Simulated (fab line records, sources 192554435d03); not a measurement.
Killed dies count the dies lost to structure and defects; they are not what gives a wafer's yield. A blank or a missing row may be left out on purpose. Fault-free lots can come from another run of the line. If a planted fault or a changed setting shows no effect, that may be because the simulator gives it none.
Chamber matching -- flow n5_finfet -- 4 sister chambers for N5_SDB_DESCUM_16 on rie_diel-02
The step chemistry O2, time 7.9 s. 8 wafers are shown with their chamber, then 9 later ones without.

== EACH WAFER AND ITS CHAMBER ==
wafer,chamber,showerhead_plenum_p_Torr (Torr),drypump_motor_current_A (A)
L087.2,2,2.05,5.2
L087.3,0,2.08,5.4
L087.4,3,2.20,5.4
L087.5,2,2.05,5.1
L087.6,1,2.04,5.0
L091.1,0,2.07,5.4
L091.2,1,2.04,5.0
L091.3,3,2.20,5.4

== WAFERS MISSING THEIR CHAMBER ==
wafer,showerhead_plenum_p_Torr (Torr),drypump_motor_current_A (A)
L094.1,2.04,5.1
L094.2,2.20,5.4
L094.3,2.07,5.4
L094.4,2.04,5.1
L094.5,2.04,5.1
L094.6,2.04,5.1
L095.2,2.20,5.4
L095.3,2.07,5.4
L095.4,2.03,5.0

== WHICH CHAMBER EACH WENT THROUGH ==
wafer,from the rows above,in truth
L094.1,can't be placed: 1 or 2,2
L094.2,3,3
L094.3,0,0
L094.4,can't be placed: 1 or 2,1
L094.5,can't be placed: 1 or 2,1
L094.6,can't be placed: 1 or 2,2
L095.2,3,3
L095.3,0,0
L095.4,1,1
Correctly placed: 5 of 9. From these rows, 4 cannot be placed; in 4 the true chamber is one of the candidates. 0 placed wrongly.
How it was worked out, from the rows above alone: a wafer's distance from a chamber is the root of the sum, over the readings, of the square of ((its reading less the chamber's mean) divided by the reading's scatter). If the next closest chamber is less than 2 further off than the closest, the wafer can't be placed; otherwise it belongs to the closest. Each chamber's mean is taken over the wafers shown for it. The scatter: the root of (the sum of the squares of (reading less its chamber's mean) over the shown wafers, divided by (wafers less chambers)).
